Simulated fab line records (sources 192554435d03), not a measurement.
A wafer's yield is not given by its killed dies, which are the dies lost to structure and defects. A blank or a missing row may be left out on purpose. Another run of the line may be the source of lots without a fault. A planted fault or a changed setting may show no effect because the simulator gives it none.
Chamber matching	flow n5_finfet	rie_diel-05 running N5_BEOL_M0_CUTY_ETCH_63: 4 sister chambers
The step etches SOC in N2/H2, target depth 82.7 nm, overetch 16.5 nm, time 124 s. 14 wafers are shown with their chamber, then 7 later ones without.

== WAFERS WITH THEIR CHAMBER ==
wafer	chamber	drypump_motor_current_A (A)	showerhead_plenum_p_Torr (Torr)	throttle_valve_pct (%)
L076.1	3	4.9	2.65	17.89
L076.3	1	5.2	2.59	18.06
L076.4	1	5.2	2.59	18.07
L079.1	1	5.2	2.59	18.08
L079.4	0	5.9	2.49	17.42
L079.6	2	5.6	2.72	17.56
L081.1	1	5.2	2.59	18.10
L081.2	3	4.9	2.64	17.90
L081.5	1	5.2	2.59	18.08
L085.2	3	4.9	2.64	17.95
L085.4	2	5.5	2.71	17.59
L085.6	0	5.9	2.48	17.47
L087.1	1	5.2	2.58	18.13
L087.2	2	5.5	2.71	17.58

SIGNATURES (means of the wafers above)
reading	chamber 0	chamber 1	chamber 2	chamber 3	scatter within a chamber
drypump_motor_current_A	5.900	5.200	5.533	4.900	0.0258
showerhead_plenum_p_Torr	2.4850	2.5883	2.7133	2.6433	0.00516
throttle_valve_pct	17.4450	18.0867	17.5767	17.9133	0.0263
Rule: for each reading, subtract the chamber's mean from the wafer's reading, divide by that reading's scatter and square the result; add these up over the readings and take the root, which gives the wafer's distance from the chamber. If the next closest chamber is less than 2 further off than the closest, the wafer can't be placed; otherwise it belongs to the closest. The scatter: the root of (the sum of the squares of (reading less its chamber's mean) over the shown wafers, divided by (wafers less chambers)).

== WAFERS MISSING THEIR CHAMBER ==
wafer	drypump_motor_current_A (A)	showerhead_plenum_p_Torr (Torr)	throttle_valve_pct (%)
L087.6	4.8	2.64	17.94
L088.1	5.5	2.71	17.58
L088.4	5.2	2.58	18.11
L088.6	5.5	2.71	17.60
L097.2	5.9	2.47	17.51
L097.3	5.5	2.70	17.63
L097.4	4.9	2.63	17.98

== EACH ONE'S CHAMBER ==
wafer	from the rows above	in truth
L087.6	3	3
L088.1	2	2
L088.4	1	1
L088.6	2	2
L097.2	0	0
L097.3	2	2
L097.4	3	3
Placed correctly: 7 of 7. Can't be placed from these rows: 0. Placed wrongly: 0.
